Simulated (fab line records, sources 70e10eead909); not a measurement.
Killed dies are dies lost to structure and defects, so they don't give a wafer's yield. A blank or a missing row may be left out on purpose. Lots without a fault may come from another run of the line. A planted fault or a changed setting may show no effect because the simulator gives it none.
Which tool did it? | flow nand_harc | 12 lots, 36 wafers sampled, at 6 steps of a route of 1159

WHAT THE GAUGES READ, wafer by wafer
NHARC_A_BONDPAD_CD_MEAS_09: target cd 500 nm.
lot  | measured     | on        | cd_nm (nm)
L417 | day 18 03:19 | cd_sem-02 | 494.9 496.7 494.7
L418 | day 18 07:08 | cd_sem-02 | 497.8 498.2 495.5
L419 | day 18 10:38 | cd_sem-02 | 500.1 496.8 498.7
L423 | day 19 06:08 | cd_sem-03 | 498.7 500.8 500.7
L425 | day 20 01:32 | cd_sem-02 | 498.0 503.3 501.4
L424 | day 20 01:51 | cd_sem-03 | 498.1 496.1 498.6
L426 | day 20 11:48 | cd_sem-01 | 498.9 498.5 499.9
L434 | day 22 21:05 | cd_sem-03 | 496.9 497.1 494.5
L435 | day 23 03:13 | cd_sem-02 | 498.5 498.0 497.4
L437 | day 23 07:35 | cd_sem-02 | 495.7 496.6 498.8
L438 | day 23 10:17 | cd_sem-02 | 501.8 500.8 502.1
L436 | day 23 19:29 | cd_sem-03 | 497.7 498.4 495.8

NHARC_THIN_TSV_THK_MEAS_02: measures by ir.
lot  | measured     | on            | thk_nm (nm)
L417 | day 18 18:56 | film_metro-01 | 3182 2452 2894
L418 | day 18 22:32 | film_metro-02 | 2754 2916 3105
L419 | day 19 03:35 | film_metro-01 | 3292 2938 3298
L423 | day 19 21:14 | film_metro-01 | 3056 3044 2850
L425 | day 20 15:53 | film_metro-02 | 5913 6137 5903
L424 | day 20 17:05 | film_metro-01 | 5733 6069 6239
L426 | day 21 02:08 | film_metro-01 | 5894 5991 5784
L434 | day 23 11:22 | film_metro-01 | 3122 3410 3464
L435 | day 24 03:07 | film_metro-02 | 2958 2916 2925
L437 | day 24 04:19 | film_metro-02 | 2915 3158 2994
L438 | day 24 05:31 | film_metro-01 | 3276 2871 3245
L436 | day 24 11:40 | film_metro-01 | 2820 3031 2626

NHARC_END_SORT_01.
lot  | measured     | on        | defect_limited_yield (%) | killed_at_array | killed_at_other | killed_at_periphery | killed_dies | killed_open | killed_short | sort_bin_2_pct (%) | sort_bin_3_pct (%) | sort_bin_4_pct (%) | sort_n_pass | sort_rim_yield_pct (%) | sort_yield_pct (%)
L425 | day 21 07:41 | prober-02 | 0 0 0                    | 16 23 28        | 657 653 648     | 4 1 1               | 677 677 677 | 1 1 4       | 0 2 1        | 97.5 97.2 96.9     | 0.15 0.44 0.15     | 2.4 2.4 3.0        | 0 0 0       | 0 0 0                  | 0 0 0
L424 | day 21 08:29 | prober-01 | 0 0 0                    | 33 32 28        | 639 642 647     | 5 3 2               | 677 677 677 | 4 5 1       | 4 1 1        | 96.9 96.8 96.3     | 0.15 0.44 0.15     | 3.0 2.8 3.5        | 0 0 0       | 0 0 0                  | 0 0 0
L426 | day 21 20:15 | prober-02 | 0 0 0                    | 20 14 14        | 655 662 663     | 2 1 0               | 677 677 677 | 2 2 1       | 6 6 0        | 98.1 98.7 98.2     | 0.44 0.15 0.15     | 1.5 1.2 1.6        | 0 0 0       | 0 0 0                  | 0 0 0

WHICH TOOL RAN EACH LOT (tool, then ch and the chambers of the sampled wafers, then the start)
lot  | NHARC_A_BONDPAD_DEP_00                   | NHARC_A_BONDPAD_ETCH_24                       | NHARC_THIN_TSV_CMP_01
L417 | pecvd-02 ch 0,2, day 18 02:05            | rie_diel-02 ch 0,1,3, day 18 18:42 or earlier | cmp-02 ch 0,2,3, day 18 18:42
L418 | pecvd-01 ch 1,2, day 18 05:56            | rie_diel-05 ch 0,1,3, day 18 22:16 or earlier | cmp-01 ch 1,2,3, day 18 22:16
L419 | pecvd-02 ch 0,1,2, day 18 09:28          | rie_diel-02 ch 0,3, day 19 03:20 or earlier   | cmp-01 ch 1,3, day 19 03:20
L423 | pecvd-02 ch 0,1, day 19 04:56            | rie_diel-02 ch 1,2, day 19 20:58 or earlier   | cmp-02 ch 1,2, day 19 20:58
L425 | pecvd-01 ch 0,2, day 20 01:32 or earlier | rie_diel-02 ch 0,2,3, day 20 15:37 or earlier | cmp-03 ch 0,1,3, day 20 15:37
L424 | pecvd-02 ch 0,2, day 20 00:29            | rie_diel-02 ch 2,3, day 20 16:53 or earlier   | cmp-02 ch 1,2,3, day 20 16:53
L426 | pecvd-01 ch 1,2, day 20 10:33            | rie_diel-05 ch 0,1,3, day 21 01:53 or earlier | cmp-03 ch 1,2,3, day 21 01:53
L434 | pecvd-03 ch 0,1, day 22 19:59            | rie_diel-02 ch 0,1,3, day 23 11:06 or earlier | cmp-03 ch 0,1,2, day 23 11:06
L435 | pecvd-01 ch 1,2, day 23 01:52            | rie_diel-02 ch 0,3, day 24 02:53 or earlier   | cmp-01 ch 1,3, day 24 02:53
L437 | pecvd-01 ch 1, day 23 05:56              | rie_diel-02 ch 1,2,3, day 24 04:03 or earlier | cmp-02 ch 0,1,3, day 24 04:03
L438 | pecvd-02 ch 1,2, day 23 09:08            | rie_diel-07 ch 0,2,3, day 24 05:16 or earlier | cmp-03 ch 0,1, day 24 05:16
L436 | pecvd-02 ch 0,2, day 23 18:29            | rie_diel-02 ch 0,2, day 24 11:24 or earlier   | cmp-03 ch 1,2,3, day 24 11:24
- NHARC_A_BONDPAD_DEP_00: deposits SiCN, target thk 250 nm.
- NHARC_A_BONDPAD_ETCH_24: etches the open film in CF4/N2, target depth 30 nm, time 72.99 s.
- NHARC_THIN_TSV_CMP_01: polishes.

WHAT THE TOOLS THEMSELVES READ (means of the sampled wafers that have a number; where no wafer has one, the mark that the record gives instead)
NHARC_A_BONDPAD_DEP_00.
lot  | tool     | chamber_pressure_Torr (Torr) | heater_power_w (W)
L417 | pecvd-02 | 2.993                        | 651
L418 | pecvd-01 | 2.997                        | 546
L419 | pecvd-02 | 3.002                        | 653
L423 | pecvd-02 | 3.000                        | 530
L425 | pecvd-01 | 2.992                        | 532
L424 | pecvd-02 | 2.995                        | 641
L426 | pecvd-01 | 2.991                        | 441
L434 | pecvd-03 | 3.000                        | 546
L435 | pecvd-01 | 3.002                        | 488
L437 | pecvd-01 | 3.003                        | 499
L438 | pecvd-02 | 2.999                        | 603
L436 | pecvd-02 | 2.999                        | 715

NHARC_A_BONDPAD_ETCH_24.
lot  | tool        | drypump_motor_current_A (A) | oes_product_au (a.u.) | rf_vpp_V (V) | showerhead_plenum_p_Torr (Torr) | throttle_valve_pct (%)
L417 | rie_diel-02 | 5.6                         | 1.003                 | 314.6        | 2.68                            | 19.800
L418 | rie_diel-05 | 5.5                         | 1.010                 | 312.7        | 2.51                            | 19.797
L419 | rie_diel-02 | 5.2                         | 0.996                 | 316.0        | 2.72                            | 19.793
L423 | rie_diel-02 | 6.4                         | 1.016                 | 316.0        | 2.74                            | 19.798
L425 | rie_diel-02 | 5.3                         | 1.017                 | 315.4        | 2.72                            | 19.798
L424 | rie_diel-02 | 5.6                         | 1.021                 | 317.3        | 2.82                            | 19.799
L426 | rie_diel-05 | 5.5                         | 1.014                 | 312.5        | 2.50                            | 19.795
L434 | rie_diel-02 | 5.6                         | 1.008                 | 315.0        | 2.68                            | 19.791
L435 | rie_diel-02 | 5.1                         | 1.007                 | 313.4        | 2.62                            | 19.799
L437 | rie_diel-02 | 5.8                         | 1.008                 | 316.8        | 2.78                            | 19.795
L438 | rie_diel-07 | 5.8                         | 1.007                 | 315.0        | 2.71                            | 19.799
L436 | rie_diel-02 | 5.5                         | 1.010                 | 315.8        | 2.72                            | 19.789

NHARC_THIN_TSV_CMP_01.
lot  | tool   | edge_zone_pressure_frac | motor_current_A (A)
L417 | cmp-02 | 1.001                   | 11.4
L418 | cmp-01 | 1.000                   | 12.0
L419 | cmp-01 | 1.002                   | 11.2
L423 | cmp-02 | 0.993                   | 11.8
L425 | cmp-03 | -                       | -
L424 | cmp-02 | -                       | -
L426 | cmp-03 | -                       | -
L434 | cmp-03 | 0.994                   | 12.9
L435 | cmp-01 | 1.005                   | 11.4
L437 | cmp-02 | 1.002                   | 10.8
L438 | cmp-03 | 0.999                   | 12.9
L436 | cmp-03 | 1.002                   | 12.8

THE ANSWER, worked out from the rows above alone
Rule: what is usual is taken from the lots themselves. Put in order of their means at a reading, lots are off if they are a third of the lots or fewer, leave a main group of 4 or more, and stand apart from it by a gap of 3 or more times the standard deviation of the main group's means; of several such gaps the widest counts. A main group whose means are all the same, to the digits that the tables above print for the reading, isn't used. A lot without any number at a reading at which 4 lots or more have one is off too. The other lots that the step has rows for count as sound. The gauges are gone through in route order, then the tools' own readings, and for those a lot's mean is taken as printed above. The first step at which some lot is off is used, and at that step the reading that is off furthest; a lot without a number counts as furthest.
Off: L425, L424, L426, at NHARC_THIN_TSV_THK_MEAS_02 (thk_nm). The main group: mean 3019 nm, standard deviation 1.6e+02.
A tool fits if, at a process step before that reading, it ran every lot that is off, and no sound lot after the first of them. The gauges at NHARC_THIN_TSV_THK_MEAS_02 aren't tried: what is off there is off at NHARC_THIN_TSV_CMP_01 too, on other tools, and a gauge's error can't cause that. NHARC_A_BONDPAD_DEP_00 gives no start for some lots, so the hours and the order of its lots are those of NHARC_A_BONDPAD_CD_MEAS_09. NHARC_A_BONDPAD_ETCH_24 gives no start for some lots, so the hours and the order of its lots are those of NHARC_THIN_TSV_CMP_01. None of those tried fits.

WHAT THE SIMULATOR HAD PUT IN
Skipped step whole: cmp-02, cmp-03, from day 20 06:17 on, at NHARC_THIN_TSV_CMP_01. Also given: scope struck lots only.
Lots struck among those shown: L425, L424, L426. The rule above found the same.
